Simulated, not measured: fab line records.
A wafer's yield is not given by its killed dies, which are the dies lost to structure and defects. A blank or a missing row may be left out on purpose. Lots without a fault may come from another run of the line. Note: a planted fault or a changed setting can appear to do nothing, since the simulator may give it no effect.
Check for tools in common | flow nand_harc | 12 lots and 36 wafers in the sample

WHAT PROMPTED THE OPENING
On 2 of the 12 lots, a flag is raised at NHARC_A_CHANNEL_HOLE_D1_CD_MEAS_10 on the reading cd_nm. No-fault wafers: 99.7 nm, standard deviation 0.51.
Rule: flag the lot when none of its wafers has a number, or when each of its wafers that has one lies beyond 4 standard deviations from that mean. All remaining lots are regarded as sound.

lot  | measured     | on        | cd_nm (nm), wafer by wafer | flag
L496 | day 8 16:32  | cd_sem-03 | 99.7 99.1 99.2             |
L497 | day 9 04:44  | cd_sem-02 | 99.3 99.6 99.2             |
L498 | day 9 21:09  | cd_sem-03 | 99.8 98.7 98.7             |
L499 | day 10 00:12 | cd_sem-02 | 99.6 99.9 99.7             |
L501 | day 11 06:51 | cd_sem-02 | 95.9 95.1 96.2             | FLAGGED
L503 | day 11 22:43 | cd_sem-02 | 94.8 95.5 94.8             | FLAGGED
L510 | day 15 00:18 | cd_sem-02 | 99.4 99.6 100.1            |
L511 | day 15 09:14 | cd_sem-01 | 98.9 99.6 98.9             |
L512 | day 15 09:28 | cd_sem-02 | 99.4 99.9 99.6             |
L513 | day 15 19:36 | cd_sem-02 | 99.3 99.4 99.6             |
L516 | day 17 04:41 | cd_sem-03 | 99.6 100.4 100.7           |
L517 | day 17 09:23 | cd_sem-02 | 99.3 99.9 98.9             |
The numbers of the flagged lots are 95.4 nm on average: -4.3 nm against the usual, or -8 standard deviations.

WHICH TOOL RAN EACH LOT
The record keeps 1 process step preceding the reading, out of 1302 steps on the route. Every cell lists first the tool, next ch and the chambers used by the sampled wafers, and last the start.
lot  | flag    | NHARC_A_CHANNEL_HOLE_D1_PEB_08
L496 |         | litho_track-04 ch 0, day 8 16:28
L497 |         | litho_track-01 ch 0, day 9 04:39
L498 |         | litho_track-04 ch 0, day 9 21:04
L499 |         | litho_track-01 ch 0, day 10 00:07
L501 | FLAGGED | litho_track-04 ch 0, day 11 06:46
L503 | FLAGGED | litho_track-04 ch 0, day 11 22:38
L510 |         | litho_track-06 ch 0, day 15 00:13
L511 |         | litho_track-04 ch 0, day 15 09:10
L512 |         | litho_track-04 ch 0, day 15 09:23
L513 |         | litho_track-04 ch 0, day 15 19:31
L516 |         | litho_track-01 ch 0, day 17 04:36
L517 |         | litho_track-04 ch 0, day 17 09:18
What these steps do:
- NHARC_A_CHANNEL_HOLE_D1_PEB_08: peb time 65 s.
- NHARC_A_CHANNEL_HOLE_D1_CD_MEAS_10: target cd 100 nm.

FLAGGED AGAINST TOTAL, ONE TOOL AT A TIME (gauges that did the reading follow at the end)
step                               | tool           | lots run | flagged | share of the flagged lots | sound lots run after its first flagged lot
NHARC_A_CHANNEL_HOLE_D1_PEB_08     | litho_track-01 | 3        | 0       | none                      | -
NHARC_A_CHANNEL_HOLE_D1_PEB_08     | litho_track-04 | 8        | 2       | all                       | 4 (L511,L512,L513,L517)
NHARC_A_CHANNEL_HOLE_D1_PEB_08     | litho_track-06 | 1        | 0       | none                      | -
NHARC_A_CHANNEL_HOLE_D1_CD_MEAS_10 | cd_sem-01      | 1        | 0       | none                      | -
NHARC_A_CHANNEL_HOLE_D1_CD_MEAS_10 | cd_sem-02      | 8        | 2       | all                       | 4 (L510,L512,L513,L517)
NHARC_A_CHANNEL_HOLE_D1_CD_MEAS_10 | cd_sem-03      | 3        | 0       | none                      | -

WHAT THE TABLE ALLOWS
litho_track-04 at NHARC_A_CHANNEL_HOLE_D1_PEB_08 and cd_sem-02 at NHARC_A_CHANNEL_HOLE_D1_CD_MEAS_10 are the 2 rows of the table that ran each flagged lot.
- litho_track-04 at NHARC_A_CHANNEL_HOLE_D1_PEB_08 ran 8 lots, 2 of them flagged. Sound lots ran on it after the first flagged one (L511, L512, L513, L517), which a lasting fault on the whole tool wouldn't allow. Its own readings lie more than 4 standard deviations out on every wafer of the flagged lots: heater_power_total_W, plate_temp_C.
- cd_sem-02 at NHARC_A_CHANNEL_HOLE_D1_CD_MEAS_10 ran 8 lots, 2 of them flagged. Sound lots ran on it after the first flagged one (L510, L512, L513, L517), which a lasting fault on the whole tool wouldn't allow.
No row of the table ran every flagged lot and no sound lot after the first.

WHAT THE SIMULATOR HAD PUT IN
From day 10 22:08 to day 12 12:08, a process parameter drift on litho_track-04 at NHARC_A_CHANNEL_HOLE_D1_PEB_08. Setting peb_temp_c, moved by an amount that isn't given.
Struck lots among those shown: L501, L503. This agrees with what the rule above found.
